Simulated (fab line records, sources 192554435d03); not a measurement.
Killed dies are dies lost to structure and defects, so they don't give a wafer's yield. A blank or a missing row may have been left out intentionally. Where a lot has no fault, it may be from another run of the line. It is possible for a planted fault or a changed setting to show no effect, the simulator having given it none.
fab line records	flow n5Finfet
record: lots: 24	wafers: 72	lastDay: 18
route steps=1938 shown SDB@347 HKMG_FIN@400
lots untouched by any fault: they come from a run of this same line in which no faults occurred
startH: the number of hours between the record's first day and the start of the first shown wafer of the lot	waitH: hours elapsed since this lot's preceding step	" repeats the value in the row above	L1.1+2: a single row standing in for several wafers	- no value present, or no start provided	* or withheld: withheld	< > ~ a bound
route shown NAME@n: NAME is a module with steps in the file, n the number in the route of the first one	usual: average and standard deviation across the fault-free wafers	same: alike in all rows	chamber/n: place in a boat	sites: each site's reading	_std_site: their standard deviation	_edge_site: mean of outer sites minus mean of inner sites	radiusMm: how far each site lies from the wafer's centre	mask NAME#n: copy n	behind: the last tool/chamber to shape the wafer	hold: what put the lot on hold/how long, in hours/how the hold closed	device: the n, p or np transistor that did not switch	end of line: the same wafers' tests at the end of the route	step lacking rows: just its recipe	killed: dies that structure and defects cost at the first sort, which is not the same as the wafer's yield	map: shows each die of a wafer: x if killed, . if not, _ if none is there
set.NAME: the run value of the setting; set.NAME@STEP: its run value at that earlier step	model.NAME: the simulator's own value behind a step, which no gauge read
route steps across a sampled set of lots; one table per step, one row per wafer
services: when a tool's chamber went out of use (startH, in hours from the record's first day, below 0 if earlier), for how many hours, and the reason
== steps ==
step: N5_SDB_HM_DEP_00
recipe: material: SiNx	targetThkA: 400	tempC: 400	precursor: SiH4/NH3/N2	pressureTorr: 1.5	rfW: 300	timeS: 35.3
usual: heaterPowerOuterW: 428/55	heaterPowerW: 745/88	showerheadPlenumPTorr: 5.11/0.039	throttleValvePct: 38.6/2.3
lot.wafer	tool	chamber	startH	waitH	heaterPowerOuterW	heaterPowerW	showerheadPlenumPTorr	throttleValvePct
L074.2	pecvd-02	0	64.41	0.0	375	648	5.06	36.2
L074.4	"	1	"	"	400	747	5.10	37.6
L074.5	"	2	"	"	476	851	5.09	39.2
L075.1	pecvd-02	1	71.69	0.0	383	737	5.10	37.7
L075.4	"	2	"	"	509	888	5.09	39.2
L075.6	"	1	"	"	396	741	5.09	37.7
L076.2	pecvd-03	1	75.91	0.0	426	731	5.07	43.0
L076.5	"	1	"	"	427	721	5.09	43.0
L076.6	"	2	"	"	404	712	5.12	35.0
L077.1	pecvd-01	0	84.22	0.0	412	707	5.18	37.4
L077.4	"	1	"	"	543	947	5.11	41.8
L077.6	"	0	"	"	414	700	5.19	37.2
L078.1	pecvd-03	1	87.64	0.0	389	674	5.08	43.1
L078.3	"	0	"	"	413	721	5.15	39.1
L078.6	"	1	"	"	401	664	5.08	42.9
L079.1	pecvd-02	0	95.96	0.0	447	736	5.05	36.4
L079.2	"	2	"	"	490	879	5.08	39.0
L079.3	"	1	"	"	379	745	5.10	37.7
L080.3	pecvd-02	0	104.89	0.0	412	667	5.06	36.3
L080.4	"	0	"	"	407	685	5.05	36.7
L080.5	"	2	"	"	448	787	5.09	38.8
L081.1	pecvd-02	2	108.73	0.0	472	842	5.08	39.1
L081.5	"	2	"	"	482	842	5.10	39.1
L081.6	"	0	"	"	450	713	5.06	36.5
L082.1	pecvd-02	2	122.22	0.0	485	855	5.08	39.3
L082.5	"	1	"	"	414	783	5.11	37.6
L082.6	"	2	"	"	493	863	5.08	39.0
L083.2	pecvd-03	0	123.45	0.0	480	815	5.15	39.4
L083.3	"	1	"	"	355	607	5.08	43.0
L083.4	"	1	"	"	354	623	5.09	43.0
L084.1	pecvd-03	0	131.40	0.0	459	782	5.15	39.4
L084.2	"	1	"	"	444	727	5.08	43.0
L084.3	"	2	"	"	457	766	5.10	35.4
L085.1	pecvd-02	0	132.26	0.0	465	750	5.07	36.5
L085.3	"	2	"	"	392	723	5.08	39.0
L085.4	"	0	"	"	483	767	5.07	36.4
L086.1	pecvd-01	2	140.66	0.0	361	590	5.17	38.8
L086.3	"	0	"	"	364	657	5.19	37.7
L086.5	"	0	"	"	366	633	5.19	37.3
L088.1	pecvd-01	1	147.83	0.0	567	986	5.12	41.5
L088.2	"	2	"	"	372	619	5.15	38.9
L088.5	"	0	"	"	343	598	5.20	37.6
L087.3	pecvd-03	1	149.39	0.0	425	705	5.09	42.9
L087.4	"	2	"	"	461	797	5.12	35.2
L087.5	"	0	"	"	395	714	5.15	39.5
L089.1	pecvd-02	2	156.27	0.0	474	842	5.08	39.1
L089.4	"	1	"	"	402	775	5.10	37.5
L089.6	"	2	"	"	469	821	5.08	39.0
L090.1	pecvd-01	1	169.82	0.0	501	848	5.12	41.3
L090.2	"	0	"	"	362	646	5.18	37.7
L090.3	"	2	"	"	400	651	5.15	39.1
L091.1	pecvd-03	2	173.37	0.0	406	702	5.12	35.4
L091.3	"	0	"	"	428	748	5.16	39.5
L091.6	"	2	"	"	398	697	5.12	35.4
L092.1	pecvd-01	0	175.61	0.0	372	640	5.19	37.3
L092.4	"	2	"	"	399	667	5.16	39.0
L092.6	"	1	"	"	505	885	5.12	41.8
L094.1	pecvd-02	2	187.67	0.0	479	824	5.10	39.0
L094.2	"	0	"	"	437	741	5.04	36.7
L094.5	"	1	"	"	337	707	5.09	37.6
L093.3	pecvd-03	1	188.06	0.0	391	663	5.08	43.3
L093.4	"	0	"	"	459	797	5.15	39.7
L093.5	"	1	"	"	396	674	5.09	42.7
L095.1	pecvd-01	0	195.12	0.0	394	652	5.20	37.9
L095.2	"	2	"	"	361	614	5.16	38.8
L095.5	"	1	"	"	600	990	5.10	41.7
L096.1	pecvd-03	2	198.46	0.0	413	706	5.10	35.3
L096.2	"	0	"	"	445	788	5.16	39.6
L096.6	"	2	"	"	413	722	5.12	35.5
L097.1	pecvd-02	0	206.32	0.0	432	705	5.05	37.0
L097.3	"	0	"	"	433	711	5.06	36.7
L097.5	"	1	"	"	382	744	5.10	38.0
step: N5_SDB_ETCH_25
recipe: chemistry: C4F6/O2	target: SiO2	targetDepthA: 100	timeS: 3.3	ionEnergyEv: 250	maskMaterial: SiNx	pressureMtorr: 30	sourceW: 345	biasW: 185	Ar_flow_sccm: 300	C4F6_flow_sccm: 10	O2_flow_sccm: 10
usual: drypumpMotorCurrentA: 5.9/0.51	oesProductAu: 0.80/0.081	rfVppV: 669/13	showerheadPlenumPTorr: 2.92/0.078	throttleValvePct: 21.11/0.27
lot.wafer	tool	chamber	startH	waitH	drypumpMotorCurrentA	oesProductAu	rfHoursCounterH	rfVppV	showerheadPlenumPTorr	throttleValvePct
L074.2	rieDiel-04	0	65.48	0.0	5.0	0.94	11	663	2.80	21.39
L074.4	"	2	"	"	6.3	0.86	48	665	3.02	21.15
L074.5	"	1	"	"	5.8	0.71	-	661	2.95	20.96
L075.1	rieDiel-06	0	72.70	0.1	6.3	0.77	162	707	2.97	21.47
L075.4	"	2	"	"	5.9	0.69	224	665	2.82	21.20
L075.6	"	2	"	"	5.9	0.69	-	667	2.82	21.19
L076.2	rieDiel-04	3	76.85	0.0	6.3	0.87	43	669	2.88	20.77
L076.5	"	3	"	"	6.3	0.88	-	669	2.89	20.77
L076.6	"	0	"	"	5.0	0.92	-	663	2.80	21.39
L077.1	rieDiel-04	1	85.31	0.0	5.8	0.70	196	660	2.95	20.98
L077.4	"	0	"	"	5.0	0.93	19	662	2.80	21.39
L077.6	"	2	"	"	6.3	0.85	-	663	3.01	21.18
L078.1	rieDiel-04	0	88.59	0.0	5.0	0.92	20	663	2.80	21.40
L078.3	"	1	"	"	5.8	0.70	197	662	2.94	20.97
L078.6	"	2	"	"	6.3	0.85	-	664	3.01	21.18
L079.1	rieDiel-04	2	97.45	0.3	6.3	0.84	60	664	3.01	21.16
L079.2	"	1	"	"	5.8	0.70	200	660	2.94	20.96
L079.3	"	3	"	"	6.3	0.88	49	669	2.88	20.79
L080.3	rieDiel-05	1	106.22	0.3	5.8	0.78	122	670	2.99	21.70
L080.4	"	0	"	"	6.2	0.95	5	661	3.01	20.71
L080.5	"	2	"	"	5.4	0.86	-	678	2.78	20.82
L081.1	rieDiel-06	1	109.80	0.0	6.5	0.90	24	653	3.02	21.05
L081.5	"	3	"	"	5.0	0.77	-	673	2.95	21.00
L081.6	"	2	"	"	5.9	0.67	-	665	2.82	21.21
L082.1	rieDiel-06	3	123.28	0.0	5.0	0.76	160	671	2.95	21.01
L082.5	"	2	"	"	5.9	0.67	-	663	2.82	21.20
L082.6	"	1	"	"	6.5	0.89	-	654	3.02	21.07
L083.2	rieDiel-04	1	125.02	0.5	5.8	0.69	211	661	2.94	20.97
L083.3	"	0	"	"	5.0	0.89	33	661	2.80	21.41
L083.4	"	3	"	"	6.2	0.85	59	668	2.88	20.77
L084.1	rieDiel-04	3	132.80	0.0	6.3	0.84	61	668	2.88	20.79
L084.2	"	0	"	"	4.9	0.88	36	662	2.79	21.42
L084.3	"	1	"	"	5.8	0.69	214	660	2.94	20.98
L085.1	rieDiel-04	3	133.20	0.0	6.3	0.85	61	670	2.88	20.78
L085.3	"	1	"	"	5.8	0.69	214	660	2.94	21.00
L085.4	"	0	"	"	5.0	0.89	36	663	2.79	21.41
L086.1	rieDiel-06	2	141.72	0.0	5.9	0.66	248	664	2.81	21.22
L086.3	"	1	"	"	6.5	0.88	35	655	3.02	21.07
L086.5	"	3	"	"	5.0	0.76	-	671	2.94	21.00
L088.1	rieDiel-06	0	148.89	0.0	6.4	0.73	190	706	2.96	21.49
L088.2	"	3	"	"	5.0	0.75	167	672	2.94	21.01
L088.5	"	1	"	"	6.5	0.87	-	654	3.02	21.08
L087.3	rieDiel-04	2	150.67	0.2	6.2	0.83	78	664	3.00	21.20
L087.4	"	1	"	"	5.8	0.68	219	660	2.93	21.00
L087.5	"	0	"	"	5.0	0.88	-	664	2.79	21.44
L089.1	rieDiel-06	1	157.55	0.0	6.5	0.87	42	654	3.01	21.10
L089.4	"	1	"	"	6.5	0.86	-	654	3.01	21.09
L089.6	"	1	"	"	6.5	0.88	-	656	3.01	21.09
L090.1	rieDiel-04	1	172.69	0.9	5.8	0.68	226	659	2.93	20.99
L090.2	"	2	"	"	6.3	0.82	84	664	3.00	21.22
L090.3	"	3	"	"	6.3	0.84	73	670	2.87	20.83
L091.1	rieDiel-04	0	174.32	0.0	5.0	0.87	48	664	2.79	21.43
L091.3	"	2	"	"	6.3	0.81	85	664	3.00	21.20
L091.6	"	3	"	"	6.3	0.83	-	668	2.87	20.80
L092.1	rieDiel-05	0	177.79	0.0	6.2	0.88	31	659	3.00	20.74
L092.4	"	2	"	"	5.4	0.84	74	676	2.77	20.85
L092.6	"	3	"	"	5.8	0.71	-	666	2.92	20.71
L094.1	rieDiel-05	0	189.61	0.9	6.2	0.87	35	660	3.00	20.74
L094.2	"	1	"	"	5.9	0.75	152	669	2.98	21.74
L094.5	"	0	"	"	6.2	0.86	-	660	3.00	20.76
L093.3	rieDiel-06	0	189.82	0.8	6.3	0.71	205	705	2.95	21.51
L093.4	"	1	"	"	6.5	0.85	52	654	3.01	21.11
L093.5	"	0	"	"	6.4	0.72	-	704	2.95	21.49
L095.1	rieDiel-05	3	196.19	0.0	5.8	0.70	224	664	2.91	20.73
L095.2	"	2	"	"	5.5	0.83	81	677	2.76	20.85
L095.5	"	0	"	"	6.2	0.87	-	660	3.00	20.74
L096.1	rieDiel-06	3	199.62	0.0	5.0	0.74	181	673	2.94	21.04
L096.2	"	0	"	"	6.4	0.71	207	705	2.95	21.50
L096.6	"	3	"	"	5.0	0.74	-	672	2.94	21.04
L097.1	rieDiel-04	2	207.77	0.1	6.3	0.81	100	664	2.99	21.22
L097.3	"	3	"	"	6.3	0.82	88	669	2.86	20.84
L097.5	"	3	"	"	6.3	0.83	-	669	2.86	20.85
step: N5_HKMG_FIN_INSPECT_61
recipe: mode: adi	inspectInstrument: macro
usual: rawDefectCount: 1.9/1.4
lot.wafer	tool	chamber	startH	waitH	rawDefectCount
L074.2	defectInspect-02	-	70.32	0.0	3
L074.4	"	-	"	"	0
L074.5	"	-	"	"	2
L075.1	defectInspect-02	-	77.66	0.0	0
L075.4	"	-	"	"	3
L075.6	"	-	"	"	0
L076.2	defectInspect-01	-	81.69	0.0	3
L076.5	"	-	"	"	1
L076.6	"	-	"	"	3
L077.1	defectInspect-02	-	90.18	0.0	6
L077.4	"	-	"	"	3
L077.6	"	-	"	"	5
L078.1	defectInspect-01	-	93.67	0.0	1
L078.3	"	-	"	"	1
L078.6	"	-	"	"	5
L079.1	defectInspect-02	-	102.51	0.0	3
L079.2	"	-	"	"	0
L079.3	"	-	"	"	2
L080.3	defectInspect-02	-	111.01	0.0	1
L080.4	"	-	"	"	1
L080.5	"	-	"	"	3
L081.1	defectInspect-01	-	114.63	0.0	1
L081.5	"	-	"	"	3
L081.6	"	-	"	"	2
L082.1	defectInspect-01	-	128.07	0.0	2
L082.5	"	-	"	"	1
L082.6	"	-	"	"	3
L083.2	defectInspect-01	-	133.41	0.0	1
L083.3	"	-	"	"	4
L083.4	"	-	"	"	3
L084.1	defectInspect-01	-	137.72	0.0	3
L084.2	"	-	"	"	1
L084.3	"	-	"	"	1
L085.1	defectInspect-01	-	138.13	0.0	2
L085.3	"	-	"	"	2
L085.4	"	-	"	"	2
L086.1	defectInspect-02	-	146.65	0.0	1
L086.3	"	-	"	"	2
L086.5	"	-	"	"	1
L088.1	defectInspect-01	-	153.88	0.0	3
L088.2	"	-	"	"	0
L088.5	"	-	"	"	2
L087.3	defectInspect-01	-	155.87	0.0	2
L087.4	"	-	"	"	1
L087.5	"	-	"	"	1
L089.1	defectInspect-02	-	162.57	0.0	1
L089.4	"	-	"	"	0
L089.6	"	-	"	"	1
L090.1	defectInspect-02	-	178.19	0.0	1
L090.2	"	-	"	"	1
L090.3	"	-	"	"	3
L091.1	defectInspect-02	-	179.70	0.0	3
L091.3	"	-	"	"	2
L091.6	"	-	"	"	5
L092.1	defectInspect-02	-	183.15	0.0	2
L092.4	"	-	"	"	0
L092.6	"	-	"	"	3
L094.1	defectInspect-02	-	194.58	0.0	3
L094.2	"	-	"	"	0
L094.5	"	-	"	"	0
L093.3	defectInspect-01	-	195.22	0.0	2
L093.4	"	-	"	"	4
L093.5	"	-	"	"	1
L095.1	defectInspect-01	-	201.09	0.0	1
L095.2	"	-	"	"	2
L095.5	"	-	"	"	1
L096.1	defectInspect-02	-	205.10	0.0	3
L096.2	"	-	"	"	2
L096.6	"	-	"	"	3
L097.1	defectInspect-01	-	213.54	0.0	1
L097.3	"	-	"	"	0
L097.5	"	-	"	"	0
step: N5_HKMG_FIN_ETCH_32
recipe: chemistry: N2/H2	target: SOC	targetDepthA: 2400	tempC: 40	timeS: 300	ionEnergyEv: 200	maskMaterial: SiARC	pressureMtorr: 30	sourceW: 840	biasW: 150	n2FlowSccm: 200	h2FlowSccm: 200
usual: drypumpMotorCurrentA: 5.9/0.46	oesProductAu: 0.80/0.081	rfVppV: 526.0/2	showerheadPlenumPTorr: 2.62/0.08	throttleValvePct: 17.7/0.33
lot.wafer	tool	chamber	startH	waitH	drypumpMotorCurrentA	oesProductAu	rfHoursCounterH	rfVppV	showerheadPlenumPTorr	throttleValvePct
L074.2	rieDiel-05	3	74.04	0.0	5.8	0.74	182	527.0	2.61	17.2
L074.4	"	2	"	"	5.4	0.90	-	521.3	2.49	17.5
L074.5	"	3	"	"	5.8	0.73	-	525.5	2.61	17.2
L075.1	rieDiel-06	2	81.24	0.0	5.9	0.69	228	524.5	2.48	17.6
L075.4	"	0	"	"	6.3	0.76	166	525.4	2.65	18.1
L075.6	"	3	"	"	5.0	0.76	-	528.3	2.67	17.9
L076.2	rieDiel-06	2	85.20	0.0	5.9	0.68	229	523.8	2.48	17.6
L076.5	"	3	"	"	5.0	0.77	-	526.9	2.67	17.9
L076.6	"	2	"	"	5.9	0.69	-	524.3	2.48	17.6
L077.1	rieDiel-05	3	94.02	0.0	5.8	0.73	189	525.8	2.61	17.2
L077.4	"	2	"	"	5.4	0.88	51	523.3	2.49	17.5
L077.6	"	0	"	"	6.2	0.98	-	529.7	2.68	17.2
L078.1	rieDiel-06	0	97.52	0.0	6.3	0.75	172	524.5	2.65	18.1
L078.3	"	3	"	"	5.0	0.76	152	526.5	2.67	17.9
L078.6	"	0	"	"	6.3	0.76	-	526.6	2.65	18.1
L079.1	rieDiel-04	2	105.88	0.0	6.3	0.84	64	528.3	2.72	17.9
L079.2	"	0	"	"	5.0	0.92	26	521.6	2.46	17.6
L079.3	"	1	"	"	5.8	0.70	204	526.8	2.64	17.8
L080.3	rieDiel-05	3	114.75	0.0	5.8	0.72	196	525.7	2.61	17.2
L080.4	"	1	"	"	5.9	0.80	126	526.9	2.66	18.2
L080.5	"	0	"	"	6.2	0.93	-	528.1	2.68	17.3
L081.1	rieDiel-05	0	118.12	0.0	6.2	0.94	9	529.3	2.68	17.3
L081.5	"	0	"	"	6.2	0.93	-	528.5	2.68	17.3
L081.6	"	3	"	"	5.8	0.72	-	526.2	2.61	17.3
L082.1	rieDiel-06	1	131.74	0.0	6.5	0.90	31	528.8	2.69	17.6
L082.5	"	0	"	"	6.4	0.74	-	527.2	2.65	18.1
L082.6	"	1	"	"	6.5	0.90	-	528.4	2.69	17.6
L083.2	rieDiel-06	1	137.43	0.0	6.5	0.89	33	528.4	2.69	17.6
L083.3	"	0	"	"	6.3	0.74	186	526.4	2.64	18.2
L083.4	"	2	"	"	5.9	0.67	246	522.3	2.47	17.6
L084.1	rieDiel-04	1	141.40	0.0	5.8	0.69	216	523.7	2.63	17.8
L084.2	"	3	"	"	6.3	0.86	63	524.8	2.60	17.7
L084.3	"	2	"	"	6.2	0.83	75	528.2	2.71	18.0
L085.1	rieDiel-05	0	141.82	0.0	6.2	0.91	18	527.5	2.68	17.3
L085.3	"	3	"	"	5.8	0.72	206	527.2	2.60	17.3
L085.4	"	1	"	"	5.8	0.77	-	528.3	2.66	18.2
L086.1	rieDiel-05	0	150.68	0.0	6.2	0.91	22	527.1	2.67	17.3
L086.3	"	2	"	"	5.4	0.85	66	522.6	2.48	17.5
L086.5	"	3	"	"	5.8	0.72	-	527.2	2.60	17.3
L088.1	rieDiel-04	1	157.68	0.0	5.8	0.68	221	525.1	2.63	17.8
L088.2	"	3	"	"	6.3	0.86	68	526.6	2.60	17.7
L088.5	"	1	"	"	5.8	0.69	-	525.9	2.63	17.8
L087.3	rieDiel-06	1	159.84	0.1	6.5	0.87	-	527.5	2.68	17.6
L087.4	"	0	"	"	6.3	0.73	-	526.8	2.64	18.2
L087.5	"	1	"	"	6.5	0.88	-	527.5	2.68	17.6
L089.1	rieDiel-05	2	171.33	0.0	5.4	0.85	72	521.5	2.48	17.5
L089.4	"	3	"	"	5.9	0.72	216	526.9	2.60	17.3
L089.6	"	0	"	"	6.2	0.89	-	528.6	2.67	17.3
L090.1	rieDiel-05	2	181.56	0.0	5.4	0.85	76	521.9	2.48	17.5
L090.2	"	0	"	"	6.2	0.87	32	528.2	2.67	17.3
L090.3	"	1	"	"	5.8	0.76	148	525.0	2.65	18.3
L091.1	rieDiel-06	1	183.44	0.0	6.5	0.86	50	526.7	2.68	17.6
L091.3	"	0	"	"	6.3	0.72	203	525.8	2.64	18.2
L091.6	"	3	"	"	5.0	0.75	-	525.4	2.66	18.0
L092.1	rieDiel-04	3	186.71	0.0	6.2	0.83	79	524.9	2.60	17.7
L092.4	"	0	"	"	5.0	0.87	53	521.8	2.45	17.7
L092.6	"	0	"	"	5.0	0.87	-	522.3	2.45	17.7
L094.1	rieDiel-04	3	198.07	0.0	6.3	0.83	83	524.0	2.59	17.7
L094.2	"	2	"	"	6.3	0.80	94	527.2	2.70	18.0
L094.5	"	3	"	"	6.3	0.84	-	525.1	2.59	17.7
L093.3	rieDiel-04	2	198.68	0.0	6.2	0.81	95	527.4	2.70	18.0
L093.4	"	3	"	"	6.3	0.82	83	524.6	2.59	17.7
L093.5	"	1	"	"	5.8	0.67	-	524.7	2.63	17.8
L095.1	rieDiel-04	1	204.63	0.0	5.8	0.67	238	526.5	2.63	17.8
L095.2	"	2	"	"	6.3	0.80	97	527.3	2.70	18.0
L095.5	"	1	"	"	5.8	0.66	-	525.7	2.62	17.9
L096.1	rieDiel-04	0	209.45	0.0	5.0	0.87	58	522.5	2.44	17.7
L096.2	"	3	"	"	6.3	0.83	89	524.8	2.59	17.7
L096.6	"	1	"	"	5.8	0.67	-	526.3	2.62	17.9
L097.1	rieDiel-05	3	217.57	0.0	5.8	0.69	230	526.1	2.59	17.3
L097.3	"	2	"	"	5.4	0.84	87	523.1	2.47	17.5
L097.5	"	0	"	"	6.2	0.85	-	528.0	2.67	17.3
step: N5_HKMG_FIN_CMP_94
recipe: stopOn: SiNx	postCmpClean: wDiluteNh4oh	tOverpolishS: 4.7	downForcePsi: 4	platenRpm: 50.289	padVelocityMS: 1.0006	targetThkNm: 43.299
usual: motorCurrentA: 12.1/1.3
same: tOverpolishS: 4.7
lot.wafer	tool	chamber	startH	waitH	motorCurrentA
L074.4	cmp-04	0	78.17	0.3	12.6
L074.2	"	2	"	"	10.6
L074.5	"	3	"	"	12.7
L075.1	cmp-04	0	85.30	0.4	12.4
L075.4	"	2	"	"	10.3
L075.6	"	0	"	"	12.8
L076.2	cmp-04	1	89.26	0.4	14.2
L076.5	"	1	"	"	14.1
L076.6	"	2	"	"	10.1
L077.4	cmp-01	1	98.15	0.4	10.7
L077.1	"	0	"	"	12.3
L077.6	"	2	"	"	12.1
L078.1	cmp-01	0	101.66	0.3	12.4
L078.3	"	1	"	"	11.2
L078.6	"	3	"	"	11.1
L079.1	cmp-04	2	110.41	0.4	10.0
L079.2	"	3	"	"	12.3
L079.3	"	0	"	"	12.0
L080.3	cmp-04	1	118.80	0.4	14.1
L080.4	"	0	"	"	12.2
L080.5	"	1	"	"	14.1
L081.1	cmp-01	3	122.27	0.3	11.2
L081.5	"	1	"	"	11.3
L081.6	"	2	"	"	12.5
L082.1	cmp-03	1	135.93	0.3	15.7
L082.5	"	3	"	"	11.8
L082.6	"	0	"	"	12.0
L083.2	cmp-04	3	141.62	0.3	12.7
L083.4	"	0	"	"	12.0
L083.3	"	1	"	"	13.9
L084.1	cmp-03	3	145.46	0.4	11.5
L084.2	"	1	"	"	15.2
L084.3	"	2	"	"	12.8
L085.1	cmp-01	1	145.90	0.3	10.9
L085.4	"	2	"	"	12.6
L085.3	"	3	"	"	10.8
L086.1	cmp-04	0	154.80	0.3	12.5
L086.3	"	1	"	"	14.2
L086.5	"	3	"	"	12.8
L088.2	cmp-04	0	162.03	0.3	12.8
L088.1	"	1	"	"	13.7
L088.5	"	2	"	"	10.1
L087.4	cmp-03	1	164.04	0.3	14.9
L087.3	"	2	"	"	12.0
L087.5	"	1	"	"	15.3
L089.4	cmp-01	0	175.50	0.3	12.8
L089.1	"	2	"	"	11.9
L089.6	"	3	"	"	10.6
L090.3	cmp-04	0	185.73	0.4	12.6
L090.1	"	2	"	"	10.1
L090.2	"	3	"	"	12.4
L091.1	cmp-01	3	187.70	0.4	10.6
L091.3	"	1	"	"	11.3
L091.6	"	0	"	"	12.1
L092.1	cmp-03	1	191.03	0.4	15.2
L092.4	"	2	"	"	11.6
L092.6	"	1	"	"	14.7
L094.1	cmp-01	3	202.33	0.3	10.7
L094.2	"	0	"	"	12.5
L094.5	"	3	"	"	10.4
L093.3	cmp-01	1	202.99	0.3	10.4
L093.4	"	3	"	"	10.7
L093.5	"	1	"	"	11.1
L095.2	cmp-03	2	208.97	0.4	12.1
L095.1	"	1	"	"	14.5
L095.5	"	2	"	"	12.2
L096.1	cmp-01	2	213.51	0.4	12.6
L096.2	"	3	"	"	10.8
L096.6	"	2	"	"	12.8
L097.1	cmp-03	1	221.62	0.4	14.2
L097.3	"	0	"	"	11.3
L097.5	"	1	"	"	14.2
step: N5_HKMG_FIN_INSPECT_28
recipe: inspectInstrument: darkfield	mode: postCmp
usual: rawDefectCount: 38/14
lot.wafer	tool	chamber	startH	waitH	rawDefectCount
L074.2	defectInspect-02	-	78.37	0.0	20
L074.4	"	-	"	"	34
L074.5	"	-	"	"	60
L075.1	defectInspect-02	-	85.53	0.0	44
L075.4	"	-	"	"	35
L075.6	"	-	"	"	36
L076.2	defectInspect-01	-	89.50	0.0	28
L076.5	"	-	"	"	27
L076.6	"	-	"	"	38
L077.1	defectInspect-02	-	98.38	0.0	64
L077.4	"	-	"	"	65
L077.6	"	-	"	"	28
L078.1	defectInspect-01	-	101.83	0.0	23
L078.3	"	-	"	"	68
L078.6	"	-	"	"	51
L079.1	defectInspect-01	-	110.64	0.0	33
L079.2	"	-	"	"	25
L079.3	"	-	"	"	24
L080.3	defectInspect-01	-	119.04	0.0	30
L080.4	"	-	"	"	65
L080.5	"	-	"	"	46
L081.1	defectInspect-01	-	122.44	0.0	29
L081.5	"	-	"	"	18
L081.6	"	-	"	"	23
L082.1	defectInspect-02	-	136.10	0.0	37
L082.5	"	-	"	"	30
L082.6	"	-	"	"	48
L083.2	defectInspect-01	-	141.82	0.0	21
L083.3	"	-	"	"	27
L083.4	"	-	"	"	33
L084.1	defectInspect-02	-	145.69	0.0	25
L084.2	"	-	"	"	56
L084.3	"	-	"	"	18
L085.1	defectInspect-01	-	146.10	0.0	40
L085.3	"	-	"	"	49
L085.4	"	-	"	"	36
L086.1	defectInspect-01	-	154.97	0.0	58
L086.3	"	-	"	"	73
L086.5	"	-	"	"	33
L088.1	defectInspect-01	-	162.20	0.0	40
L088.2	"	-	"	"	44
L088.5	"	-	"	"	30
L087.3	defectInspect-02	-	164.25	0.0	33
L087.4	"	-	"	"	27
L087.5	"	-	"	"	29
L089.1	defectInspect-01	-	175.70	0.0	41
L089.4	"	-	"	"	47
L089.6	"	-	"	"	42
L090.1	defectInspect-02	-	185.96	0.0	45
L090.2	"	-	"	"	29
L090.3	"	-	"	"	42
L091.1	defectInspect-01	-	187.93	0.0	26
L091.3	"	-	"	"	23
L091.6	"	-	"	"	29
L092.1	defectInspect-02	-	191.26	0.0	34
L092.4	"	-	"	"	56
L092.6	"	-	"	"	22
L094.1	defectInspect-02	-	202.53	0.0	36
L094.2	"	-	"	"	32
L094.5	"	-	"	"	32
L093.3	defectInspect-02	-	203.19	0.0	53
L093.4	"	-	"	"	62
L093.5	"	-	"	"	69
L095.1	defectInspect-02	-	209.20	0.0	36
L095.2	"	-	"	"	33
L095.5	"	-	"	"	48
L096.1	defectInspect-01	-	213.74	0.0	60
L096.2	"	-	"	"	37
L096.6	"	-	"	"	42
L097.1	defectInspect-01	-	221.86	0.0	35
L097.3	"	-	"	"	24
L097.5	"	-	"	"	23
== services ==
tool	chamber	startH	hours	kind
cmp-04	-	44.06	3.6	repair
rieDiel-05	-	47.62	0.7	repair
rieDiel-06	2	59.96	2.2	repair
rieDiel-04	1	65.80	6.9	repair
cmp-03	-	76.25	1.8	repair
pecvd-01	2	82.28	19.0	repair
pecvd-02	0	84.33	4.5	repair
pecvd-03	-	90.35	5.5	pm
cmp-04	-	97.14	1.4	repair
pecvd-01	-	125.27	0.5	repair
cmp-01	-	129.16	0.3	repair
rieDiel-05	2	133.03	8.9	repair
rieDiel-04	-	137.93	0.3	repair
pecvd-03	1	139.51	3.6	repair
cmp-04	-	143.74	5.2	repair
rieDiel-06	2	146.63	-	clean
rieDiel-06	2	146.63	18.4	scheduledDown
cmp-03	-	148.19	4.0	pm
pecvd-02	-	158.06	4.1	repair
rieDiel-06	-	176.36	0.6	repair
cmp-03	-	209.40	4.8	pm
cmp-04	-	214.94	4.2	pm
pecvd-01	-	216.10	0.8	repair
cmp-01	-	218.45	0.2	repair
== key ==
fault none
